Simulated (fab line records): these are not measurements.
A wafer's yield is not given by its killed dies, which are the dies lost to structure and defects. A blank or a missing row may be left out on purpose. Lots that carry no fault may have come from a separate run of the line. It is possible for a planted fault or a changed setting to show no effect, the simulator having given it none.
Check of tool commonality | flow nand harc | 13 lots, 39 wafers sampled

## WHAT PROMPTED THE OPENING
Flagged at NHARC_A_ONON_D1_THK_MEAS_30: reading thk nm, on 2 of 13 lots. No-fault wafers: 1000 nm, standard deviation 11.
Rule: a lot is flagged when every wafer of it that has a number lies more than 4 standard deviations from that mean, or none has a number. As for the other lots, they are considered sound.

lot  | measured     | on            | thk nm (nm), wafer by wafer | flag
L160 | day 8 11:20  | film metro-01 | 1022 1020 1022              |
L161 | day 8 16:23  | film metro-01 | 1009 1010 1009              |
L162 | day 9 00:34  | film metro-02 | 988 988 988                 |
L164 | day 9 04:26  | film metro-02 | 990 990 989                 |
L165 | day 9 04:28  | film metro-01 | 995 996 997                 |
L167 | day 9 16:47  | film metro-02 | 987 986 988                 |
L170 | day 10 17:17 | film metro-01 | 633 634 634                 | FLAGGED
L169 | day 10 17:21 | film metro-02 | 1016 1015 1012              |
L171 | day 11 06:38 | film metro-02 | 651 648 649                 | FLAGGED
L175 | day 12 01:29 | film metro-02 | 996 995 997                 |
L176 | day 12 09:52 | film metro-02 | 995 992 991                 |
L178 | day 12 20:35 | film metro-01 | 993 995 992                 |
L180 | day 13 14:34 | film metro-02 | 994 994 994                 |
On average the flagged lots' numbers are 642 nm, which is -358 nm against the usual, or -33 standard deviations.

## LOT BY LOT: THE TOOL USED
The record keeps 1 process step preceding the reading, out of 1159 steps on the route. Read each cell as the tool, then ch plus the chambers that the sampled wafers visited, then the start.
lot  | flag    | NHARC_A_ONON_D1_DEP_28
L160 |         | pecvd onon-01 ch 0, day 8 10:53
L161 |         | pecvd onon-01 ch 0, day 8 15:56
L162 |         | pecvd onon-02 ch 0, day 9 00:07
L164 |         | pecvd onon-02 ch 0, day 9 04:02
L165 |         | pecvd onon-03 ch 0, day 9 03:59
L167 |         | pecvd onon-01 ch 0, day 9 16:20
L170 | FLAGGED | pecvd onon-01 ch 0, day 10 16:50
L169 |         | pecvd onon-03 ch 0, day 10 16:57
L171 | FLAGGED | pecvd onon-01 ch 0, day 11 06:07
L175 |         | pecvd onon-02 ch 0, day 12 01:02
L176 |         | pecvd onon-03 ch 0, day 12 09:25
L178 |         | pecvd onon-03 ch 0, day 12 20:08
L180 |         | pecvd onon-03 ch 0, day 13 14:03
What the steps here do:
- NHARC_A_ONON_D1_DEP_28: target thk 1000 nm.
- NHARC_A_ONON_D1_THK_MEAS_30: measures by ellipsometry.

## FLAGGED AGAINST TOTAL, ONE TOOL AT A TIME (gauges that did the reading follow at the end)
step                        | tool          | lots run | flagged | share of the flagged lots | sound lots run after its first flagged lot
NHARC_A_ONON_D1_DEP_28      | pecvd onon-01 | 5        | 2       | all                       | 0
NHARC_A_ONON_D1_DEP_28      | pecvd onon-02 | 3        | 0       | none                      | -
NHARC_A_ONON_D1_DEP_28      | pecvd onon-03 | 5        | 0       | none                      | -
NHARC_A_ONON_D1_THK_MEAS_30 | film metro-01 | 5        | 1       | some                      | 1 (L178)
NHARC_A_ONON_D1_THK_MEAS_30 | film metro-02 | 8        | 1       | some                      | 3 (L175,L176,L180)

## WHAT IS ALLOWED BY THE TABLE
All flagged lots share 1 row of the table, namely pecvd onon-01 at NHARC_A_ONON_D1_DEP_28.
- pecvd onon-01 at NHARC_A_ONON_D1_DEP_28 ran 5 lots, 2 of them flagged. A fault beginning between L167 (day 9 16:20), its last sound lot, and L170 (day 10 16:50), its first flagged one, fits the data.
Just one tool remains: pecvd onon-01 at NHARC_A_ONON_D1_DEP_28.

## WHAT THE SIMULATOR HAD PUT IN
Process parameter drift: pecvd onon-01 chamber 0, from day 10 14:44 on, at NHARC_A_ONON_D1_DEP_28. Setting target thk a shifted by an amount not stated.
Shown lots that were struck: L170, L171. The rule above reached the same finding.
